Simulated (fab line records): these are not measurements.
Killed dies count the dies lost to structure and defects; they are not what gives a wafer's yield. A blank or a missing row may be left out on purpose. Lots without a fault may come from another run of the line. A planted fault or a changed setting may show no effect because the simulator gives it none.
fab line records :: flow nandHarc :: part 2 of 2: steps 21 to 30 of 30
[record]
  lots = 5
  wafers = 15
  lastDay = 33
route steps=1302 shown A_STAIRCASE@725
lots with no fault: from the same line, run without faults
startH: start of the lot's first displayed wafer, in hours after the record's first day :: waitH: hours from the lot's prior step to this one :: " the same as in the row above :: L1.1+2: a single row standing in for several wafers :: - no value, or no start was given :: * or withheld: withheld :: < > ~ a bound
route shown NAME@n: NAME is a module with steps in the file, n the number in the route of the first one :: usual: average and standard deviation across the fault-free wafers :: same: alike in all rows :: chamber/n: place in a boat :: sites: each site's reading :: _std_site: standard deviation of those values :: _edge_site: outer sites' mean less inner sites' :: radiusMm: how far each site lies from the wafer's centre :: mask NAME#n: copy n :: behind: the last tool/chamber to shape the wafer :: hold: the reason the lot was held/the length of the hold in hours/how it ended :: device: whichever transistor did not switch (one of n, p or np) :: end of line: the same wafers' tests at the end of the route :: a step without rows: its recipe alone :: killed: the dies lost at the first sort to structure and to defects; this is not the yield of the wafer :: map: a wafer's dies, x killed, . not, _ none there
set.NAME: the setting as run; set.NAME@STEP: as run at that earlier step :: model.NAME: the simulator's own value behind a step, which no gauge read
lots seen at some steps along the route; tables by step, rows by wafer
services: when a tool's chamber went out of use (startH, in hours from the record's first day, below 0 if earlier), for how many hours, and the reason
[[steps]]
[step NHARC_A_STAIRCASE_TRIM_233]
[recipe]
  timeS = 211.2
  o2FlowSccm = 500
  arFlowSccm = 0
  biasW = 0
  chemistry = O2
[usual]
  drypumpMotorCurrentA = 6.0/0.35
  oesProductAu = 1.001/0.01
  rfVppV = 57.8/1
  showerheadPlenumPTorr = 3.53/0.13
  throttleValvePct = 17.036/0.0093
lot.wafer: L074.3
tool: rieDiel-10
chamber: 3
startH: -
waitH: -
drypumpMotorCurrentA: 6.3
oesProductAu: 0.988
rfHoursCounterH: 35
rfVppV: 57.5
showerheadPlenumPTorr: 3.48
throttleValvePct: 17.019

lot.wafer: L074.4
tool: rieDiel-10
chamber: 1
startH: -
waitH: -
drypumpMotorCurrentA: 5.0
oesProductAu: 0.985
rfHoursCounterH: 46
rfVppV: 58.4
showerheadPlenumPTorr: 3.58
throttleValvePct: 17.035

lot.wafer: L074.6
tool: rieDiel-10
chamber: 3
startH: -
waitH: -
drypumpMotorCurrentA: 6.3
oesProductAu: 0.996
rfHoursCounterH: -
rfVppV: 57.2
showerheadPlenumPTorr: 3.47
throttleValvePct: 17.044

lot.wafer: L082.3
tool: rieDiel-09
chamber: 3
startH: -
waitH: -
drypumpMotorCurrentA: 5.9
oesProductAu: 0.996
rfHoursCounterH: 38
rfVppV: 57.9
showerheadPlenumPTorr: 3.52
throttleValvePct: 17.038

lot.wafer: L082.4
tool: rieDiel-09
chamber: 0
startH: -
waitH: -
drypumpMotorCurrentA: 6.1
oesProductAu: 1.005
rfHoursCounterH: 42
rfVppV: 57.8
showerheadPlenumPTorr: 3.48
throttleValvePct: 17.036

lot.wafer: L082.6
tool: rieDiel-09
chamber: 2
startH: -
waitH: -
drypumpMotorCurrentA: 6.1
oesProductAu: 1.017
rfHoursCounterH: -
rfVppV: 57.3
showerheadPlenumPTorr: 3.32
throttleValvePct: 17.031

lot.wafer: L088.2
tool: rieDiel-02
chamber: 0
startH: -
waitH: -
drypumpMotorCurrentA: 6.1
oesProductAu: 1.006
rfHoursCounterH: 35
rfVppV: 59.6
showerheadPlenumPTorr: 3.76
throttleValvePct: 17.029

lot.wafer: L088.1
tool: rieDiel-02
chamber: 1
startH: -
waitH: -
drypumpMotorCurrentA: 5.8
oesProductAu: 1.000
rfHoursCounterH: 34
rfVppV: 58.9
showerheadPlenumPTorr: 3.60
throttleValvePct: 17.049

lot.wafer: L088.4
tool: rieDiel-02
chamber: 2
startH: -
waitH: -
drypumpMotorCurrentA: 6.5
oesProductAu: 1.002
rfHoursCounterH: 36
rfVppV: 59.0
showerheadPlenumPTorr: 3.75
throttleValvePct: 17.042

lot.wafer: L093.3
tool: rieDiel-02
chamber: 3
startH: -
waitH: -
drypumpMotorCurrentA: 5.5
oesProductAu: 0.995
rfHoursCounterH: 45
rfVppV: 56.7
showerheadPlenumPTorr: 3.39
throttleValvePct: 17.031

lot.wafer: L093.5
tool: rieDiel-02
chamber: 0
startH: -
waitH: -
drypumpMotorCurrentA: 6.1
oesProductAu: 0.997
rfHoursCounterH: -
rfVppV: 60.7
showerheadPlenumPTorr: 3.75
throttleValvePct: 17.053

lot.wafer: L093.6
tool: rieDiel-02
chamber: 1
startH: -
waitH: -
drypumpMotorCurrentA: 5.8
oesProductAu: 1.013
rfHoursCounterH: -
rfVppV: 57.8
showerheadPlenumPTorr: 3.59
throttleValvePct: 17.051

lot.wafer: L096.4
tool: rieDiel-10
chamber: 2
startH: -
waitH: -
drypumpMotorCurrentA: 5.7
oesProductAu: 0.997
rfHoursCounterH: 47
rfVppV: 57.8
showerheadPlenumPTorr: 3.45
throttleValvePct: 17.039

lot.wafer: L096.1
tool: rieDiel-10
chamber: 0
startH: -
waitH: -
drypumpMotorCurrentA: 5.8
oesProductAu: 0.998
rfHoursCounterH: 46
rfVppV: 58.9
showerheadPlenumPTorr: 3.42
throttleValvePct: 17.042

lot.wafer: L096.5
tool: rieDiel-10
chamber: 1
startH: -
waitH: -
drypumpMotorCurrentA: 5.0
oesProductAu: 1.004
rfHoursCounterH: -
rfVppV: 58.5
showerheadPlenumPTorr: 3.55
throttleValvePct: 17.050
[step NHARC_A_STAIRCASE_ETCH_234]
[recipe]
  targetDepthA = 1000
  timeS = 40.5
  ionEnergyEv = 400
  c4f8FlowSccm = 20
  o2FlowSccm = 10
  arFlowSccm = withheld
  rfW = 600
  biasW = 1000
  chemistry = C4F8/O2
[usual]
  oesProductAu = 0.942/0.011
  rfVppV = 896/5.1
lot.wafer: L074.3
tool: rieDiel-10
chamber: 0
startH: -
waitH: -
oesProductAu: 0.946
rfHoursCounterH: 43
rfVppV: 894

lot.wafer: L074.4
tool: rieDiel-10
chamber: 2
startH: -
waitH: -
oesProductAu: 0.929
rfHoursCounterH: 21
rfVppV: 894

lot.wafer: L074.6
tool: rieDiel-10
chamber: 3
startH: -
waitH: -
oesProductAu: 0.946
rfHoursCounterH: -
rfVppV: 895

lot.wafer: L082.4
tool: rieDiel-09
chamber: 1
startH: -
waitH: -
oesProductAu: 0.949
rfHoursCounterH: 36
rfVppV: 893

lot.wafer: L082.3
tool: rieDiel-09
chamber: 2
startH: -
waitH: -
oesProductAu: 0.942
rfHoursCounterH: 39
rfVppV: 889

lot.wafer: L082.6
tool: rieDiel-09
chamber: 2
startH: -
waitH: -
oesProductAu: 0.942
rfHoursCounterH: -
rfVppV: 888

lot.wafer: L088.4
tool: rieDiel-02
chamber: 1
startH: -
waitH: -
oesProductAu: 0.960
rfHoursCounterH: 34
rfVppV: 898

lot.wafer: L088.2
tool: rieDiel-02
chamber: 2
startH: -
waitH: -
oesProductAu: 0.956
rfHoursCounterH: 36
rfVppV: 903

lot.wafer: L088.1
tool: rieDiel-02
chamber: 3
startH: -
waitH: -
oesProductAu: 0.938
rfHoursCounterH: 35
rfVppV: 890

lot.wafer: L093.3
tool: rieDiel-02
chamber: 0
startH: -
waitH: -
oesProductAu: 0.945
rfHoursCounterH: 46
rfVppV: 904

lot.wafer: L093.6
tool: rieDiel-02
chamber: 2
startH: -
waitH: -
oesProductAu: 0.927
rfHoursCounterH: -
rfVppV: 904

lot.wafer: L093.5
tool: rieDiel-02
chamber: 3
startH: -
waitH: -
oesProductAu: 0.931
rfHoursCounterH: -
rfVppV: 889

lot.wafer: L096.1
tool: rieDiel-10
chamber: 1
startH: -
waitH: -
oesProductAu: 0.941
rfHoursCounterH: 52
rfVppV: 897

lot.wafer: L096.4
tool: rieDiel-10
chamber: 2
startH: -
waitH: -
oesProductAu: 0.934
rfHoursCounterH: 47
rfVppV: 894

lot.wafer: L096.5
tool: rieDiel-10
chamber: 0
startH: -
waitH: -
oesProductAu: 0.946
rfHoursCounterH: -
rfVppV: 892
[step NHARC_A_STAIRCASE_TRIM_235]
[recipe]
  timeS = 211.2
  o2FlowSccm = 500
  arFlowSccm = 0
  biasW = 0
  chemistry = O2
[usual]
  drypumpMotorCurrentA = 6.0/0.38
  oesProductAu = 1.000/0.01
  rfVppV = 57.7/0.83
  showerheadPlenumPTorr = 3.52/0.14
  throttleValvePct = 17.037/0.0085
lot.wafer: L074.4
tool: rieDiel-10
chamber: 3
startH: -
waitH: -
drypumpMotorCurrentA: 6.3
oesProductAu: 0.999
rfHoursCounterH: 35
rfVppV: 57.1
showerheadPlenumPTorr: 3.48
throttleValvePct: 17.035

lot.wafer: L074.3
tool: rieDiel-10
chamber: 1
startH: -
waitH: -
drypumpMotorCurrentA: 5.0
oesProductAu: 0.977
rfHoursCounterH: 46
rfVppV: 58.2
showerheadPlenumPTorr: 3.58
throttleValvePct: 17.051

lot.wafer: L074.6
tool: rieDiel-10
chamber: 2
startH: -
waitH: -
drypumpMotorCurrentA: 5.8
oesProductAu: 0.985
rfHoursCounterH: -
rfVppV: 58.2
showerheadPlenumPTorr: 3.48
throttleValvePct: 17.028

lot.wafer: L082.4
tool: rieDiel-09
chamber: 1
startH: -
waitH: -
drypumpMotorCurrentA: 6.2
oesProductAu: 1.012
rfHoursCounterH: 36
rfVppV: 57.9
showerheadPlenumPTorr: 3.44
throttleValvePct: 17.042

lot.wafer: L082.3
tool: rieDiel-09
chamber: 3
startH: -
waitH: -
drypumpMotorCurrentA: 5.9
oesProductAu: 0.992
rfHoursCounterH: 38
rfVppV: 57.3
showerheadPlenumPTorr: 3.52
throttleValvePct: 17.049

lot.wafer: L082.6
tool: rieDiel-09
chamber: 0
startH: -
waitH: -
drypumpMotorCurrentA: 6.0
oesProductAu: 0.998
rfHoursCounterH: -
rfVppV: 58.0
showerheadPlenumPTorr: 3.48
throttleValvePct: 17.023

lot.wafer: L088.2
tool: rieDiel-02
chamber: 2
startH: -
waitH: -
drypumpMotorCurrentA: 6.5
oesProductAu: 0.997
rfHoursCounterH: 36
rfVppV: 57.4
showerheadPlenumPTorr: 3.75
throttleValvePct: 17.041

lot.wafer: L088.1
tool: rieDiel-02
chamber: 3
startH: -
waitH: -
drypumpMotorCurrentA: 5.5
oesProductAu: 0.991
rfHoursCounterH: 35
rfVppV: 56.5
showerheadPlenumPTorr: 3.39
throttleValvePct: 17.028

lot.wafer: L088.4
tool: rieDiel-02
chamber: 1
startH: -
waitH: -
drypumpMotorCurrentA: 5.9
oesProductAu: 0.998
rfHoursCounterH: 34
rfVppV: 57.6
showerheadPlenumPTorr: 3.60
throttleValvePct: 17.031

lot.wafer: L093.3
tool: rieDiel-02
chamber: 0
startH: -
waitH: -
drypumpMotorCurrentA: 6.1
oesProductAu: 1.011
rfHoursCounterH: 46
rfVppV: 57.8
showerheadPlenumPTorr: 3.75
throttleValvePct: 17.041

lot.wafer: L093.5
tool: rieDiel-02
chamber: 1
startH: -
waitH: -
drypumpMotorCurrentA: 5.8
oesProductAu: 1.009
rfHoursCounterH: -
rfVppV: 57.8
showerheadPlenumPTorr: 3.59
throttleValvePct: 17.037

lot.wafer: L093.6
tool: rieDiel-02
chamber: 2
startH: -
waitH: -
drypumpMotorCurrentA: 6.5
oesProductAu: 0.991
rfHoursCounterH: -
rfVppV: 58.9
showerheadPlenumPTorr: 3.74
throttleValvePct: 17.049

lot.wafer: L096.1
tool: rieDiel-10
chamber: 2
startH: -
waitH: -
drypumpMotorCurrentA: 5.8
oesProductAu: 0.998
rfHoursCounterH: 47
rfVppV: 57.2
showerheadPlenumPTorr: 3.45
throttleValvePct: 17.030

lot.wafer: L096.4
tool: rieDiel-10
chamber: 3
startH: -
waitH: -
drypumpMotorCurrentA: 6.2
oesProductAu: 0.994
rfHoursCounterH: 49
rfVppV: 56.5
showerheadPlenumPTorr: 3.44
throttleValvePct: 17.050

lot.wafer: L096.5
tool: rieDiel-10
chamber: 2
startH: -
waitH: -
drypumpMotorCurrentA: 5.8
oesProductAu: 1.008
rfHoursCounterH: -
rfVppV: 57.7
showerheadPlenumPTorr: 3.45
throttleValvePct: 17.029
[step NHARC_A_STAIRCASE_ETCH_236]
[recipe]
  targetDepthA = 1000
  timeS = 40.5
  ionEnergyEv = 400
  c4f8FlowSccm = 20
  o2FlowSccm = 10
  arFlowSccm = withheld
  rfW = 600
  biasW = 1000
  chemistry = C4F8/O2
[usual]
  oesProductAu = 0.941/0.011
  rfVppV = 896/5
lot.wafer: L074.4
tool: rieDiel-10
chamber: 0
startH: -
waitH: -
oesProductAu: 0.949
rfHoursCounterH: 43
rfVppV: 894

lot.wafer: L074.3
tool: rieDiel-10
chamber: 1
startH: -
waitH: -
oesProductAu: 0.939
rfHoursCounterH: 46
rfVppV: 898

lot.wafer: L074.6
tool: rieDiel-10
chamber: 3
startH: -
waitH: -
oesProductAu: 0.941
rfHoursCounterH: -
rfVppV: 894

lot.wafer: L082.4
tool: rieDiel-09
chamber: 3
startH: -
waitH: -
oesProductAu: 0.930
rfHoursCounterH: 39
rfVppV: 897

lot.wafer: L082.3
tool: rieDiel-09
chamber: 0
startH: -
waitH: -
oesProductAu: 0.925
rfHoursCounterH: 42
rfVppV: 894

lot.wafer: L082.6
tool: rieDiel-09
chamber: 0
startH: -
waitH: -
oesProductAu: 0.932
rfHoursCounterH: -
rfVppV: 894

lot.wafer: L088.4
tool: rieDiel-02
chamber: 0
startH: -
waitH: -
oesProductAu: 0.946
rfHoursCounterH: 35
rfVppV: 904

lot.wafer: L088.2
tool: rieDiel-02
chamber: 1
startH: -
waitH: -
oesProductAu: 0.961
rfHoursCounterH: 34
rfVppV: 899

lot.wafer: L088.1
tool: rieDiel-02
chamber: 3
startH: -
waitH: -
oesProductAu: 0.934
rfHoursCounterH: 35
rfVppV: 890

lot.wafer: L093.3
tool: rieDiel-02
chamber: 2
startH: -
waitH: -
oesProductAu: 0.926
rfHoursCounterH: 47
rfVppV: 904

lot.wafer: L093.5
tool: rieDiel-02
chamber: 1
startH: -
waitH: -
oesProductAu: 0.929
rfHoursCounterH: -
rfVppV: 899

lot.wafer: L093.6
tool: rieDiel-02
chamber: 2
startH: -
waitH: -
oesProductAu: 0.924
rfHoursCounterH: -
rfVppV: 903

lot.wafer: L096.1
tool: rieDiel-10
chamber: 2
startH: -
waitH: -
oesProductAu: 0.938
rfHoursCounterH: 48
rfVppV: 891

lot.wafer: L096.4
tool: rieDiel-10
chamber: 3
startH: -
waitH: -
oesProductAu: 0.944
rfHoursCounterH: 49
rfVppV: 892

lot.wafer: L096.5
tool: rieDiel-10
chamber: 2
startH: -
waitH: -
oesProductAu: 0.934
rfHoursCounterH: -
rfVppV: 895
[step NHARC_A_STAIRCASE_STRIP_238]
[recipe]
  powerW = 1500
  tempC = 250
  chemistry = O2
[usual]
  drypumpMotorCurrentA = 5.4/0.44
  heaterPowerW = 347/33
lot.wafer: L074.4
tool: plasmaAsher-01
chamber: 1
startH: 364.12
waitH: 0.2
drypumpMotorCurrentA: 5.9
heaterPowerW: 350
rfHoursCounterH: -

lot.wafer: L074.3
tool: plasmaAsher-01
chamber: 0
startH: 364.12
waitH: 0.2
drypumpMotorCurrentA: 4.9
heaterPowerW: 340
rfHoursCounterH: -

lot.wafer: L074.6
tool: plasmaAsher-01
chamber: 1
startH: 364.12
waitH: 0.2
drypumpMotorCurrentA: 5.9
heaterPowerW: 346
rfHoursCounterH: -

lot.wafer: L082.4
tool: plasmaAsher-02
chamber: 1
startH: 448.96
waitH: 0.2
drypumpMotorCurrentA: 5.8
heaterPowerW: 400
rfHoursCounterH: -

lot.wafer: L082.3
tool: plasmaAsher-02
chamber: 0
startH: 448.96
waitH: 0.2
drypumpMotorCurrentA: 5.1
heaterPowerW: 295
rfHoursCounterH: -

lot.wafer: L082.6
tool: plasmaAsher-02
chamber: 0
startH: 448.96
waitH: 0.2
drypumpMotorCurrentA: 5.0
heaterPowerW: 309
rfHoursCounterH: -

lot.wafer: L088.1
tool: plasmaAsher-02
chamber: 1
startH: 511.00
waitH: 0.1
drypumpMotorCurrentA: 5.8
heaterPowerW: 401
rfHoursCounterH: 0

lot.wafer: L088.2
tool: plasmaAsher-02
chamber: 0
startH: 511.00
waitH: 0.1
drypumpMotorCurrentA: 5.1
heaterPowerW: 315
rfHoursCounterH: 0

lot.wafer: L088.4
tool: plasmaAsher-02
chamber: 0
startH: 511.00
waitH: 0.1
drypumpMotorCurrentA: 5.1
heaterPowerW: 316
rfHoursCounterH: -

lot.wafer: L093.3
tool: plasmaAsher-01
chamber: 0
startH: 541.85
waitH: 0.2
drypumpMotorCurrentA: 4.9
heaterPowerW: 320
rfHoursCounterH: -

lot.wafer: L093.6
tool: plasmaAsher-01
chamber: 1
startH: 541.85
waitH: 0.2
drypumpMotorCurrentA: 5.9
heaterPowerW: 343
rfHoursCounterH: -

lot.wafer: L093.5
tool: plasmaAsher-01
chamber: 0
startH: 541.85
waitH: 0.2
drypumpMotorCurrentA: 4.9
heaterPowerW: 338
rfHoursCounterH: -

lot.wafer: L096.1
tool: plasmaAsher-02
chamber: 1
startH: 584.92
waitH: 0.1
drypumpMotorCurrentA: 5.8
heaterPowerW: 404
rfHoursCounterH: 20

lot.wafer: L096.4
tool: plasmaAsher-02
chamber: 0
startH: 584.92
waitH: 0.1
drypumpMotorCurrentA: 5.0
heaterPowerW: 304
rfHoursCounterH: -

lot.wafer: L096.5
tool: plasmaAsher-02
chamber: 1
startH: 584.92
waitH: 0.1
drypumpMotorCurrentA: 5.8
heaterPowerW: 398
rfHoursCounterH: -
[step NHARC_A_STAIRCASE_STRIP_239]
[recipe]
  timeS = 900
  tempC = 130
  chemistry = SPM
[usual]
  bathGuardTempC = 130.0/0.51
  bathHeatDutyPct = 15.2/1.5
lot.wafer: L074.6
tool: wetBench-09
chamber: 7
startH: 364.37
waitH: 0.1
bathGuardTempC: 130.8
bathHeatDutyPct: 17.0

lot.wafer: L074.4
tool: wetBench-09
chamber: 2
startH: 364.37
waitH: 0.1
bathGuardTempC: 129.4
bathHeatDutyPct: 16.2

lot.wafer: L074.3
tool: wetBench-09
chamber: 4
startH: 364.37
waitH: 0.1
bathGuardTempC: 130.1
bathHeatDutyPct: 13.7

lot.wafer: L082.6
tool: wetBench-09
chamber: 2
startH: 449.22
waitH: 0.1
bathGuardTempC: 129.5
bathHeatDutyPct: 15.3

lot.wafer: L082.4
tool: wetBench-09
chamber: 4
startH: 449.22
waitH: 0.1
bathGuardTempC: 130.3
bathHeatDutyPct: 13.7

lot.wafer: L082.3
tool: wetBench-09
chamber: 6
startH: 449.22
waitH: 0.1
bathGuardTempC: 130.0
bathHeatDutyPct: 14.4

lot.wafer: L088.2
tool: wetBench-04
chamber: 7
startH: 511.37
waitH: 0.3
bathGuardTempC: 129.7
bathHeatDutyPct: 15.1

lot.wafer: L088.4
tool: wetBench-04
chamber: 0
startH: 511.37
waitH: 0.3
bathGuardTempC: 129.6
bathHeatDutyPct: 13.7

lot.wafer: L088.1
tool: wetBench-04
chamber: 1
startH: 511.37
waitH: 0.3
bathGuardTempC: 130.9
bathHeatDutyPct: 15.0

lot.wafer: L093.3
tool: wetBench-09
chamber: 5
startH: 542.07
waitH: 0.2
bathGuardTempC: 130.9
bathHeatDutyPct: 16.0

lot.wafer: L093.5
tool: wetBench-09
chamber: 6
startH: 542.07
waitH: 0.2
bathGuardTempC: 130.2
bathHeatDutyPct: 13.9

lot.wafer: L093.6
tool: wetBench-09
chamber: 7
startH: 542.07
waitH: 0.2
bathGuardTempC: 130.0
bathHeatDutyPct: 16.2

lot.wafer: L096.4
tool: wetBench-07
chamber: 6
startH: 585.22
waitH: 0.2
bathGuardTempC: 130.0
bathHeatDutyPct: 12.7

lot.wafer: L096.1
tool: wetBench-07
chamber: 7
startH: 585.22
waitH: 0.2
bathGuardTempC: 129.6
bathHeatDutyPct: 14.7

lot.wafer: L096.5
tool: wetBench-07
chamber: 0
startH: 585.22
waitH: 0.2
bathGuardTempC: 130.5
bathHeatDutyPct: 14.7
[step NHARC_A_STAIRCASE_PRECLEAN_240]
[recipe]
  timeS = *
  tempC = 50
  bathAgeMin = 0
  chemistry = SC1
[usual]
  bathGuardTempC = 50.0/0.51
  bathHeatDutyPct = 7.3/0.8
  nh4ohFlowMLMin = 28.30/0.097
lot.wafer: L074.6
tool: wetBench-09
chamber: 7
startH: -
waitH: -
bathGuardTempC: 50.1
bathHeatDutyPct: 6.9
nh4ohFlowMLMin: 28.33

lot.wafer: L074.4
tool: wetBench-09
chamber: 2
startH: -
waitH: -
bathGuardTempC: 49.4
bathHeatDutyPct: 7.9
nh4ohFlowMLMin: 28.39

lot.wafer: L074.3
tool: wetBench-09
chamber: 4
startH: -
waitH: -
bathGuardTempC: 50.3
bathHeatDutyPct: 7.5
nh4ohFlowMLMin: 28.26

lot.wafer: L082.6
tool: wetBench-09
chamber: 2
startH: -
waitH: -
bathGuardTempC: 49.4
bathHeatDutyPct: 8.6
nh4ohFlowMLMin: 28.32

lot.wafer: L082.4
tool: wetBench-09
chamber: 4
startH: -
waitH: -
bathGuardTempC: 50.4
bathHeatDutyPct: 6.3
nh4ohFlowMLMin: 28.37

lot.wafer: L082.3
tool: wetBench-09
chamber: 6
startH: -
waitH: -
bathGuardTempC: 50.2
bathHeatDutyPct: 6.7
nh4ohFlowMLMin: 28.29

lot.wafer: L088.2
tool: wetBench-04
chamber: 7
startH: -
waitH: -
bathGuardTempC: 49.8
bathHeatDutyPct: 6.9
nh4ohFlowMLMin: 28.23

lot.wafer: L088.4
tool: wetBench-04
chamber: 0
startH: -
waitH: -
bathGuardTempC: 49.8
bathHeatDutyPct: 7.1
nh4ohFlowMLMin: 28.46

lot.wafer: L088.1
tool: wetBench-04
chamber: 1
startH: -
waitH: -
bathGuardTempC: 51.0
bathHeatDutyPct: 6.2
nh4ohFlowMLMin: 28.20

lot.wafer: L093.3
tool: wetBench-09
chamber: 5
startH: -
waitH: -
bathGuardTempC: 50.6
bathHeatDutyPct: 8.1
nh4ohFlowMLMin: 28.30

lot.wafer: L093.5
tool: wetBench-09
chamber: 6
startH: -
waitH: -
bathGuardTempC: 50.3
bathHeatDutyPct: 6.9
nh4ohFlowMLMin: 28.41

lot.wafer: L093.6
tool: wetBench-09
chamber: 7
startH: -
waitH: -
bathGuardTempC: 50.0
bathHeatDutyPct: 6.8
nh4ohFlowMLMin: 28.22

lot.wafer: L096.4
tool: wetBench-07
chamber: 6
startH: -
waitH: -
bathGuardTempC: 49.7
bathHeatDutyPct: 6.1
nh4ohFlowMLMin: 28.20

lot.wafer: L096.1
tool: wetBench-07
chamber: 7
startH: -
waitH: -
bathGuardTempC: 49.4
bathHeatDutyPct: 6.6
nh4ohFlowMLMin: 28.29

lot.wafer: L096.5
tool: wetBench-07
chamber: 0
startH: -
waitH: -
bathGuardTempC: 50.1
bathHeatDutyPct: 8.1
nh4ohFlowMLMin: 28.45
[step NHARC_A_STAIRCASE_SRD_241]
lot.wafer: L074.6+4+3
tool: wetBench-09
chamber: 7,2,4
startH: -
waitH: -

lot.wafer: L082.6+4+3
tool: wetBench-09
chamber: 2,4,6
startH: -
waitH: -

lot.wafer: L088.2+4+1
tool: wetBench-04
chamber: 7,0,1
startH: -
waitH: -

lot.wafer: L093.3+5+6
tool: wetBench-09
chamber: 5,6,7
startH: -
waitH: -

lot.wafer: L096.4+1+5
tool: wetBench-07
chamber: 6,7,0
startH: -
waitH: -
[step NHARC_A_STAIRCASE_DEHYDRATE_242]
[recipe]
  tempC = 150
  timeS = 120
lot.wafer: L074.3+4+6
tool: lithoTrack-03
chamber: 0
startH: 364.84
waitH: -

lot.wafer: L082.3+4+6
tool: lithoTrack-07
chamber: 0
startH: 449.67
waitH: -

lot.wafer: L088.1+2+4
tool: lithoTrack-03
chamber: 0
startH: 511.80
waitH: -

lot.wafer: L093.3+5+6
tool: lithoTrack-03
chamber: 0
startH: 542.51
waitH: -

lot.wafer: L096.1+4+5
tool: lithoTrack-03
chamber: 0
startH: 585.68
waitH: -
[step NHARC_A_STAIRCASE_HMDS_243]
[recipe]
  timeS = 30
lot.wafer: L074.3+4+6
tool: lithoTrack-03
chamber: 0
startH: -
waitH: -

lot.wafer: L082.3+4+6
tool: lithoTrack-07
chamber: 0
startH: -
waitH: -

lot.wafer: L088.1+2+4
tool: lithoTrack-03
chamber: 0
startH: -
waitH: -

lot.wafer: L093.3+5+6
tool: lithoTrack-03
chamber: 0
startH: -
waitH: -

lot.wafer: L096.1+4+5
tool: lithoTrack-03
chamber: 0
startH: -
waitH: -
[[services]]
tool: wetBench-09
chamber: -
startH: 352.80
hours: 8.0
kind: pm

tool: wetBench-04
chamber: -
startH: 390.33
hours: 2.7
kind: repair

tool: rieDiel-02
chamber: -
startH: 394.58
hours: 9.0
kind: pm

tool: lithoTrack-02
chamber: -
startH: 402.00
hours: 7.0
kind: pm

tool: wetBench-04
chamber: -
startH: 403.20
hours: 8.0
kind: pm

tool: rieDiel-10
chamber: -
startH: 420.48
hours: 9.0
kind: pm

tool: lithoTrack-07
chamber: -
startH: 426.00
hours: 7.0
kind: pm

tool: rieDiel-09
chamber: 3
startH: 434.06
hours: 7.0
kind: repair

tool: lithoTrack-03
chamber: -
startH: 450.00
hours: 7.0
kind: pm

tool: rieDiel-02
chamber: 3
startH: 456.44
hours: 2.4
kind: repair

tool: rieDiel-10
chamber: 2
startH: 461.74
hours: 16.5
kind: repair

tool: rieDiel-02
chamber: 1
startH: 463.66
hours: 7.7
kind: repair

tool: krfScanner-01
chamber: -
startH: 487.79
hours: 4.0
kind: pm

tool: plasmaAsher-02
chamber: -
startH: 498.74
hours: 9.0
kind: pm

tool: rieDiel-09
chamber: -
startH: 498.74
hours: 9.0
kind: pm

tool: wetBench-07
chamber: -
startH: 512.07
hours: 8.0
kind: pm

tool: wetBench-09
chamber: -
startH: 528.80
hours: 8.0
kind: pm

tool: krfScanner-01
chamber: -
startH: 533.77
hours: 1.4
kind: repair

tool: rieDiel-10
chamber: 0
startH: 550.22
hours: 6.0
kind: repair

tool: rieDiel-10
chamber: -
startH: 557.67
hours: 0.4
kind: repair

tool: rieDiel-09
chamber: 0
startH: 562.55
hours: 2.1
kind: repair

tool: rieDiel-02
chamber: 2
startH: 569.59
hours: 4.6
kind: repair

tool: rieDiel-02
chamber: -
startH: 571.81
hours: 9.0
kind: pm

tool: lithoTrack-02
chamber: -
startH: 577.00
hours: 7.0
kind: pm
